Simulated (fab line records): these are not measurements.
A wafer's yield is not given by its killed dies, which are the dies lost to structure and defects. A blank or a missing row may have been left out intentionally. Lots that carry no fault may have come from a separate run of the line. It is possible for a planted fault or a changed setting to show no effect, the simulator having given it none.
Which tool is to blame?    flow nandHarc    12 lots with 36 wafers sampled at 3 steps, on a route of 1302 steps

WHAT THE GAUGES SHOWED, per wafer
NHARC_P_BONDPAD_THK_MEAS_33: measures by ellipsometry.
lot   measured      on            thkNm (nm)
L075  day 6 22:59   filmMetro-02  199.5 200.4 199.7
L077  day 7 16:58   filmMetro-01  201.4 197.6 199.5
L079  day 8 15:38   filmMetro-02  198.7 200.3 199.0
L081  day 9 13:23   filmMetro-01  199.3 198.9 198.4
L083  day 10 16:28  filmMetro-02  197.8 196.6 196.8
L085  day 11 09:01  filmMetro-02  197.4 198.0 197.6
L088  day 12 20:00  filmMetro-02  196.8 200.0 200.4
L089  day 12 21:38  filmMetro-01  199.2 201.7 200.6
L091  day 13 15:02  filmMetro-01  201.6 200.1 200.1
L093  day 14 18:11  filmMetro-01  200.6 198.1 198.3
L095  day 15 06:59  filmMetro-02  198.4 197.4 199.7
L097  day 16 07:50  filmMetro-02  198.3 200.9 201.9

WHICH TOOL RAN EACH LOT (tool, then ch and the chambers of the sampled wafers, then the start)
lot   NHARC_P_BONDPAD_DEP_00                      NHARC_P_BONDPAD_CMP_32
L075  pecvd-04 ch 0,1, day 6 22:48 or earlier     cmp-04 ch 0,1,2, day 6 22:48
L077  pecvd-04 ch 0,2, day 7 16:18                cmp-01 ch 0,2,3, day 7 16:43
L079  pecvd-03 ch 0,1, day 8 14:59                cmp-01 ch 0,2,3, day 8 15:23
L081  pecvd-04 ch 1,2, day 9 12:43                cmp-03 ch 0,3, day 9 13:08
L083  pecvd-04 ch 2, day 10 15:44                 cmp-03 ch 0,1,3, day 10 16:14
L085  pecvd-01 ch 0,1,2, day 11 08:49 or earlier  cmp-03 ch 1,2,3, day 11 08:49
L088  pecvd-04 ch 0,1,2, day 12 19:21             cmp-04 ch 0,1,2, day 12 19:46
L089  pecvd-01 ch 0,1,2, day 12 21:06             cmp-03 ch 0,1,2, day 12 21:25
L091  pecvd-03 ch 0,1, day 13 14:29               cmp-01 ch 0,1,2, day 13 14:50
L093  pecvd-01 ch 0,1,2, day 14 17:34             cmp-03 ch 0,1,3, day 14 17:59
L095  pecvd-01 ch 0,1, day 15 06:23               cmp-03 ch 0,1,2, day 15 06:44
L097  pecvd-01 ch 1,2, day 16 07:35 or earlier    cmp-03 ch 0,1, day 16 07:35
- NHARC_P_BONDPAD_DEP_00: deposits SiCN, target thk 250 nm.
- NHARC_P_BONDPAD_CMP_32: polishes SiCN, target thk 200 nm.

THE ANSWER, worked out from the rows above alone
Rule: the lots themselves supply what counts as usual. Put in order of their means at a reading, lots are off if they are a third of the lots or fewer, leave a main group of 4 or more, and stand apart from it by a gap of 3 or more times the standard deviation of the main group's means; of several such gaps the widest counts. A main group is skipped when, at the precision printed for the reading in the tables above, its means are all equal. Also off: a lot with no number at a reading for which 4 or more lots have one. The other lots that the step has rows for count as sound.
Nothing can be told from this: no lot is off at any reading shown.

WHAT HAD BEEN PUT IN BY THE SIMULATOR
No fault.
